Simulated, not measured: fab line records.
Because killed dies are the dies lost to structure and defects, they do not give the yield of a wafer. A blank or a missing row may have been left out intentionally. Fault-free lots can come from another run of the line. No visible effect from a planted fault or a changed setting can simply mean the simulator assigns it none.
Which of the tools did it?	flow nandHarc	33 wafers from 11 lots sampled at 4 of the route's 1159 steps

WHAT THE GAUGES READ, wafer by wafer
NHARC_A_BONDPAD_CD_MEAS_13. Usual: 499 nm for cdNm, sd 3.2.
lot	measured	on	cdNm (nm)	flag
L562	day 18 03:55	cdSem-01	499 502 498	
L560	day 18 05:03	cdSem-02	501 504 502	
L561	day 18 10:37	cdSem-02	496 496 496	
L565	day 18 10:46	cdSem-02	501 498 501	
L570	day 20 22:35	cdSem-02	498 501 497	
L572	day 21 01:33	cdSem-01	496 493 493	
L571	day 21 04:30	cdSem-02	493 497 501	
L574	day 21 06:19	cdSem-01	497 501 502	
L578	day 22 02:34	cdSem-01	498 492 499	
L579	day 22 02:53	cdSem-03	500 503 500	
L581	day 22 16:37	cdSem-01	500 503 501	

NHARC_THIN_TSV_CD_MEAS_12: target cd 1000 nm. Usual: 1000.8 nm for cdNm, sd 2.4.
lot	measured	on	cdNm (nm)	flag
L562	day 18 17:32	cdSem-03	1002.7 1002.3 1002.6	
L560	day 18 18:59	cdSem-02	999.5 1000.9 1002.8	
L561	day 19 01:30	cdSem-02	1000.5 1001.6 1003.3	
L565	day 19 02:35	cdSem-03	999.9 1001.4 1000.0	
L570	day 21 17:37	cdSem-01	1008.4 1009.7 1008.9	OFF
L572	day 21 16:25	cdSem-03	1003.8 999.9 1001.9	
L571	day 21 23:23	cdSem-02	1001.3 1000.1 996.0	
L574	day 22 00:29	cdSem-03	996.5 996.2 997.3	
L578	day 22 21:01	cdSem-01	1001.6 1001.9 1000.2	
L579	day 22 23:24	cdSem-03	1005.7 999.9 1003.8	
L581	day 23 07:56	cdSem-02	1001.6 1002.0 1003.5	

WHAT TOOL EACH LOT RAN ON (gives the tool, then ch and the chambers of the sampled wafers, and finally the start)
lot	NHARC_A_BONDPAD_ETCH_34	NHARC_THIN_TSV_EXPOSE_09
L562	rieDiel-10 ch 0,1,2, day 18 03:42	krfScanner-01 ch 0, day 18 17:23
L560	rieDiel-10 ch 0,1,2, day 18 04:49	krfScanner-01 ch 0, day 18 18:50
L561	rieDiel-07 ch 1,2,3, day 18 10:23	krfScanner-02 ch 0, day 19 01:20
L565	rieDiel-10 ch 0,2,3, day 18 10:33	krfScanner-02 ch 0, day 19 02:26
L570	rieDiel-05 ch 1,2, day 20 22:21	krfScanner-02 ch 0, day 21 17:28
L572	rieDiel-05 ch 2,3, day 21 01:19	krfScanner-01 ch 0, day 21 16:16
L571	rieDiel-10 ch 0,2,3, day 21 04:14	krfScanner-01 ch 0, day 21 23:14
L574	rieDiel-10 ch 0,2,3, day 21 06:04	krfScanner-01 ch 0, day 22 00:20
L578	rieDiel-07 ch 0,1,3, day 22 02:19	krfScanner-01 ch 0, day 22 20:51
L579	rieDiel-10 ch 0,2,3, day 22 02:38	krfScanner-04 ch 0, day 22 23:14
L581	rieDiel-10 ch 2,3, day 22 16:23	krfScanner-01 ch 0, day 23 07:47
- NHARC_A_BONDPAD_ETCH_34: etches the open film in N2/H2, target depth 60 nm, overetch 18 nm, time 65.91 s.
- NHARC_THIN_TSV_EXPOSE_09: exposes mask TSV.

AS READ BY THE TOOLS THEMSELVES (means over the sampled wafers that have a number; for cases with no such wafer, the mark the record gives instead)
NHARC_A_BONDPAD_ETCH_34. Usual: drypumpMotorCurrentA 5.6 A, standard deviation 0.38; oesProductAu 1.002 a.u., standard deviation 0.012; rfVppV 430.0 V, standard deviation 2.4; showerheadPlenumPTorr 2.02 Torr, standard deviation 0.078; throttleValvePct 14.171 %, standard deviation 0.0092.
lot	tool	drypumpMotorCurrentA (A)	oesProductAu (a.u.)	rfVppV (V)	showerheadPlenumPTorr (Torr)	throttleValvePct (%)	flag
L562	rieDiel-10	5.5	1.000	429.6	1.97	14.167	
L560	rieDiel-10	5.5	1.001	428.5	1.97	14.170	
L561	rieDiel-07	5.9	1.007	430.1	2.04	14.170	
L565	rieDiel-10	5.6	0.993	430.2	2.03	14.175	
L570	rieDiel-05	5.6	0.993	430.1	2.03	14.178	
L572	rieDiel-05	6.1	1.011	427.9	1.95	14.168	
L571	rieDiel-10	5.6	0.997	430.5	2.03	14.172	
L574	rieDiel-10	5.6	0.995	430.7	2.03	14.176	
L578	rieDiel-07	6.1	0.995	430.2	2.02	14.174	
L579	rieDiel-10	5.6	0.999	431.4	2.03	14.168	
L581	rieDiel-10	5.5	0.995	428.8	1.98	14.162	

NHARC_THIN_TSV_EXPOSE_09. Usual: 30.702 for exposureDoseMJCm2, sd 0.026.
lot	tool	exposureDoseMJCm2	flag
L562	krfScanner-01	30.764	
L560	krfScanner-01	30.672	
L561	krfScanner-02	30.730	
L565	krfScanner-02	30.689	
L570	krfScanner-02	40.097	OFF
L572	krfScanner-01	30.700	
L571	krfScanner-01	30.693	
L574	krfScanner-01	30.704	
L578	krfScanner-01	30.719	
L579	krfScanner-04	30.705	
L581	krfScanner-01	30.705	

THE ANSWER, worked out from the rows above alone
Rule: take the mean of a lot's wafers that have a number; if it is more than 3 standard deviations from the usual mean, the lot is off. Also off: a lot with no number at a reading for which 4 or more lots have one. Any other lot the step has rows for is counted as sound. After the gauges, taken in route order, come the tools' own readings; for these a lot's mean is taken, as printed above. At the first step where some lot is off, the reading lying furthest off is the one used; lots without a number count as furthest.
Off: L570, at NHARC_THIN_TSV_CD_MEAS_12 (cdNm).
A tool fits if, at a process step before that reading, it ran every lot that is off, and no sound lot after the first of them. The gauges at NHARC_THIN_TSV_CD_MEAS_12 aren't tried: what is off there is off at NHARC_THIN_TSV_EXPOSE_09 too, on other tools, and a gauge's error can't cause that. One fits: krfScanner-02 at NHARC_THIN_TSV_EXPOSE_09. A fault onset in the window from L565 (day 19 02:26, its last sound lot) to L570 (day 21 17:28, its first lot off) fits.
On the lots that are off, the tool's own readings at NHARC_THIN_TSV_EXPOSE_09 differ by more than 5 times the standard deviation of the sound lots' means, which bears it out; exposureDoseMJCm2 reads 40.097 there versus 30.708 on the sound lots.

WHAT THE SIMULATOR HAD INSERTED
Drift in process parameters on krfScanner-02 at NHARC_THIN_TSV_EXPOSE_09, starting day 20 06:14. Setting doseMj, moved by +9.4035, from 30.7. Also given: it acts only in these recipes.
Shown lots that were struck: L570. This agrees with what the rule above found.
